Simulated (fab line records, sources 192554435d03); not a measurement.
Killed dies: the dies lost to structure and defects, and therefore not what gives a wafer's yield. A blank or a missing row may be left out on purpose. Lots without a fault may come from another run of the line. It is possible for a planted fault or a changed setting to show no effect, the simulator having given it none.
One fault seen from 2 desks / flow n5-finfet / each desk holds nothing but its own numbers, with what lay behind them at the end

== FROM THE METROLOGY DESK ==
Lot by lot, what the gauges showed, no matter which tool ran the lot: averages of those sampled wafers that carry a number. Any lot whose mean is over 4 standard deviations away from the usual mean is out of limits and marked OUT; that distance is given in the brackets. Of its 10 readings 7 are shown: those that lie furthest out on some lot.
Columns: A = DIBL_N at N5_BEOL_M4_RC_MEAS_101, usual 35.8 mV/V; B = DIBL_P at N5_BEOL_M4_RC_MEAS_101, usual 35.3 mV/V; C = IOFF_P at N5_BEOL_M4_RC_MEAS_101, usual 0.21 nA/um; D = ION_P at N5_BEOL_M4_RC_MEAS_101, usual 463 uA/um; E = SS_N at N5_BEOL_M4_RC_MEAS_101, usual 71.4 mV/dec; F = VT_N at N5_BEOL_M4_RC_MEAS_101, usual 250 mV; G = VT_P at N5_BEOL_M4_RC_MEAS_101, usual -249.8 mV
lot=L314; first seen here=day 9 05:17; A=35.1; B=34.6; C=0.19; D=465; E=71.5; F=251; G=-252.6
lot=L323; first seen here=day 11 07:44; A=36.9; B=37.4; C=0.22; D=458; E=72.4; F=247; G=-248.9
lot=L322; first seen here=day 11 10:47; A=36.9; B=37.9; C=0.26; D=472; E=71.4; F=248; G=-245.7
lot=L325; first seen here=day 12 02:20; A=34.5; B=36.0; C=0.20; D=465; E=71.6; F=249; G=-250.1
lot=L327; first seen here=day 12 04:02; A=36.5; B=35.7; C=0.23; D=472; E=71.3; F=249; G=-247.4
lot=L333; first seen here=day 14 02:22; A=36.4; B=33.8; C=0.20; D=465; E=71.3; F=249; G=-248.8
Result from this desk: across the 6 lots, nothing is out of limits.

== AT THE TOOL OWNER'S DESK: pvd-sputter-01 ==
At N5_BEOL_M1_ANNEAL_91 (time 240 s), the tool's own readings, given per lot that ran on this tool as the mean of the sampled wafers with a number. Any lot whose mean is over 4 standard deviations away from the usual mean is out of limits and marked OUT; that distance is given in the brackets.
Columns: A = heater-power-w at N5_BEOL_M1_ANNEAL_91, usual 820 W; B = susceptor-temp-C at N5_BEOL_M1_ANNEAL_91, usual 399.97 C
lot=L333; first seen here=day 12 04:10; A=777; B=399.94
This desk's finding: nothing out of limits on the one lot.

== ALL TOGETHER ==
The metrology desk saw nothing out of limits.
Nothing out of limits was seen by the tool owner's desk.

== WHAT WAS PUT IN BY THE SIMULATOR ==
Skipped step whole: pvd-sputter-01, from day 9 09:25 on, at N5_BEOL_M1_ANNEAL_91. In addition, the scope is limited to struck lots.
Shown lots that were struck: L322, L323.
